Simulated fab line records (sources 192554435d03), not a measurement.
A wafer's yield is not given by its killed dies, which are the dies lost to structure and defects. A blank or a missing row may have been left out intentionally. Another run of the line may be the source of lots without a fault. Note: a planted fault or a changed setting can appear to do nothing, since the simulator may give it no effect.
Split-lot experiment || flow n5_finfet || 21 wafers read from 7 lots, route of 1938 steps

== THE SPLIT ==
At N5_BEOL_M2_PECVD_72 (deposits SiO2 from TEOS/O2, target thk 16 nm, time 18 s), the setting temp_c was moved away from the recipe's 400 C on 6 of the 21 wafers read, by -3.7% to +3.9%. For the rest of the wafers, this setting stayed at what the recipe calls for.

== FROM THE SPLIT TO THE READING: what the file shows between them, 3 steps ==
- N5_BEOL_M2_HM_DEP_02: deposits TiN, target thk 20 nm
- N5_BEOL_M2_COAT_61: time 60 s, resist thk 60 nm
- N5_BEOL_M2_STRIP_97: strips in N2/H2, time 10 s

== THE READING ==
SiO2_of_BEOL_M2_PECVD_72.thk_nm (the simulator's own value, which no gauge read), in nm, at N5_BEOL_M2_HM_STRIP_39 (strips TiN in peroxide tin strip, target depth 25 nm, time 158 s). The file gives no usual value for it. Here, 15 wafers ran the recipe; their average is 15.7 nm with a standard deviation of 0.2 nm.

{"wafer": "L076.1", "tool, chamber at the split": "pecvd-03, 1", "temp_c as run, C": 400, "against the recipe": "recipe", "SiO2_of_BEOL_M2_PECVD_72.thk_nm, nm": 15.6, "against lot-mates on the recipe": "-"}
{"wafer": "L076.3", "tool, chamber at the split": "pecvd-03, 0", "temp_c as run, C": 385.3, "against the recipe": "-3.7%", "SiO2_of_BEOL_M2_PECVD_72.thk_nm, nm": 17.2, "against lot-mates on the recipe": "+1.6"}
{"wafer": "L076.5", "tool, chamber at the split": "pecvd-03, 0", "temp_c as run, C": 385.3, "against the recipe": "-3.7%", "SiO2_of_BEOL_M2_PECVD_72.thk_nm, nm": 17.4, "against lot-mates on the recipe": "+1.8"}
{"wafer": "L077.1", "tool, chamber at the split": "pecvd-03, 0", "temp_c as run, C": 390.6, "against the recipe": "-2.3%", "SiO2_of_BEOL_M2_PECVD_72.thk_nm, nm": 16.6, "against lot-mates on the recipe": "+1.0"}
{"wafer": "L077.2", "tool, chamber at the split": "pecvd-03, 1,2", "temp_c as run, C": 400, "against the recipe": "recipe", "SiO2_of_BEOL_M2_PECVD_72.thk_nm, nm": 15.6, "against lot-mates on the recipe": "-"}
{"wafer": "L077.6", "tool, chamber at the split": "pecvd-03, 1,2", "temp_c as run, C": 400, "against the recipe": "recipe", "SiO2_of_BEOL_M2_PECVD_72.thk_nm, nm": 15.6, "against lot-mates on the recipe": "-"}
{"wafer": "L079.4", "tool, chamber at the split": "pecvd-03, 2,0,1", "temp_c as run, C": 400, "against the recipe": "recipe", "SiO2_of_BEOL_M2_PECVD_72.thk_nm, nm": 15.6, "against lot-mates on the recipe": "-"}
{"wafer": "L079.6", "tool, chamber at the split": "pecvd-03, 2,0,1", "temp_c as run, C": 400, "against the recipe": "recipe", "SiO2_of_BEOL_M2_PECVD_72.thk_nm, nm": 15.6, "against lot-mates on the recipe": "-"}
{"wafer": "L079.5", "tool, chamber at the split": "pecvd-03, 2,0,1", "temp_c as run, C": 400, "against the recipe": "recipe", "SiO2_of_BEOL_M2_PECVD_72.thk_nm, nm": 15.8, "against lot-mates on the recipe": "-"}
{"wafer": "L081.1", "tool, chamber at the split": "pecvd-03, 0", "temp_c as run, C": 415.5, "against the recipe": "+3.9%", "SiO2_of_BEOL_M2_PECVD_72.thk_nm, nm": 13.6, "against lot-mates on the recipe": -2.1}
{"wafer": "L081.5", "tool, chamber at the split": "pecvd-03, 0", "temp_c as run, C": 400, "against the recipe": "recipe", "SiO2_of_BEOL_M2_PECVD_72.thk_nm, nm": 15.8, "against lot-mates on the recipe": "-"}
{"wafer": "L081.6", "tool, chamber at the split": "pecvd-03, 2", "temp_c as run, C": 400, "against the recipe": "recipe", "SiO2_of_BEOL_M2_PECVD_72.thk_nm, nm": 15.6, "against lot-mates on the recipe": "-"}
{"wafer": "L082.2", "tool, chamber at the split": "pecvd-03, 1", "temp_c as run, C": 400, "against the recipe": "recipe", "SiO2_of_BEOL_M2_PECVD_72.thk_nm, nm": 15.6, "against lot-mates on the recipe": "-"}
{"wafer": "L082.3", "tool, chamber at the split": "pecvd-03, 0,1", "temp_c as run, C": 400, "against the recipe": "recipe", "SiO2_of_BEOL_M2_PECVD_72.thk_nm, nm": 16, "against lot-mates on the recipe": "-"}
{"wafer": "L082.5", "tool, chamber at the split": "pecvd-03, 0,1", "temp_c as run, C": 400, "against the recipe": "recipe", "SiO2_of_BEOL_M2_PECVD_72.thk_nm, nm": 16, "against lot-mates on the recipe": "-"}
{"wafer": "L087.1", "tool, chamber at the split": "pecvd-04, 0", "temp_c as run, C": 400, "against the recipe": "recipe", "SiO2_of_BEOL_M2_PECVD_72.thk_nm, nm": 15.8, "against lot-mates on the recipe": "-"}
{"wafer": "L087.2", "tool, chamber at the split": "pecvd-04, 2", "temp_c as run, C": 400, "against the recipe": "recipe", "SiO2_of_BEOL_M2_PECVD_72.thk_nm, nm": 16.2, "against lot-mates on the recipe": "-"}
{"wafer": "L087.4", "tool, chamber at the split": "pecvd-04, 1", "temp_c as run, C": 414.3, "against the recipe": "+3.6%", "SiO2_of_BEOL_M2_PECVD_72.thk_nm, nm": 14.4, "against lot-mates on the recipe": -1.6}
{"wafer": "L086.1", "tool, chamber at the split": "pecvd-02, 2", "temp_c as run, C": 390.5, "against the recipe": "-2.4%", "SiO2_of_BEOL_M2_PECVD_72.thk_nm, nm": 16.4, "against lot-mates on the recipe": "+0.9"}
{"wafer": "L086.2", "tool, chamber at the split": "pecvd-02, 0", "temp_c as run, C": 400, "against the recipe": "recipe", "SiO2_of_BEOL_M2_PECVD_72.thk_nm, nm": 15.4, "against lot-mates on the recipe": "-"}
{"wafer": "L086.4", "tool, chamber at the split": "pecvd-02, 0", "temp_c as run, C": 400, "against the recipe": "recipe", "SiO2_of_BEOL_M2_PECVD_72.thk_nm, nm": 15.6, "against lot-mates on the recipe": "-"}
Where a row lists several chambers, the file gives one row for several wafers and doesn't say which wafer went through which chamber.

FIT RESULTS
A straight line over all 21 wafers: SiO2_of_BEOL_M2_PECVD_72.thk_nm changes by -0.43 nm for each +1% of temp_c; r = -0.96; the points scatter about the line by 0.23 nm.
The same after taking each lot's own level away (the mean of its wafers on the recipe; 21 wafers): -0.469 nm for each +1%; r = -0.99; scatter 0.15 nm.
Per that fit: largest temp_c move, reading shift of 1.8 nm.
The span of the lots' own levels, 15.50 to 16.00 nm, comes to 2.5 times the standard deviation stated above.
Hence the lot-to-lot level has little effect on the slope; both slopes agree.
Check: -1.73 nm against its lot-mates is what the line predicts for one of the wafers moved furthest among these (+3.9%) when that wafer is left out of the fit. Against them it came out at -2.1 nm.

== THE WHOLE CHAIN: every reading that the file lists as answering this split, in the file's order ==
{"step": "N5_BEOL_M2_PECVD_72", "what it does": "deposits SiO2 from TEOS/O2, target thk 16 nm, time 18 s", "reading": "SiO2_of_BEOL_M2_PECVD_72.thk_nm (the simulator's own value, which no gauge read)", "change (the file's fit)": "-0.446 nm for each +1% of the setting", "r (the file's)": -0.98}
{"step": "N5_BEOL_M2_HM_STRIP_39", "what it does": "strips TiN in peroxide tin strip, target depth 25 nm, time 158 s", "reading": "SiO2_of_BEOL_M2_PECVD_72.thk_nm (the simulator's own value, which no gauge read)", "change (the file's fit)": "-0.469 nm for each +1% of the setting", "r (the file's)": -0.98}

== FILE'S OWN FIT ==
SiO2_of_BEOL_M2_PECVD_72.thk_nm changes by -0.469 nm for each +1% of temp_c, r = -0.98.
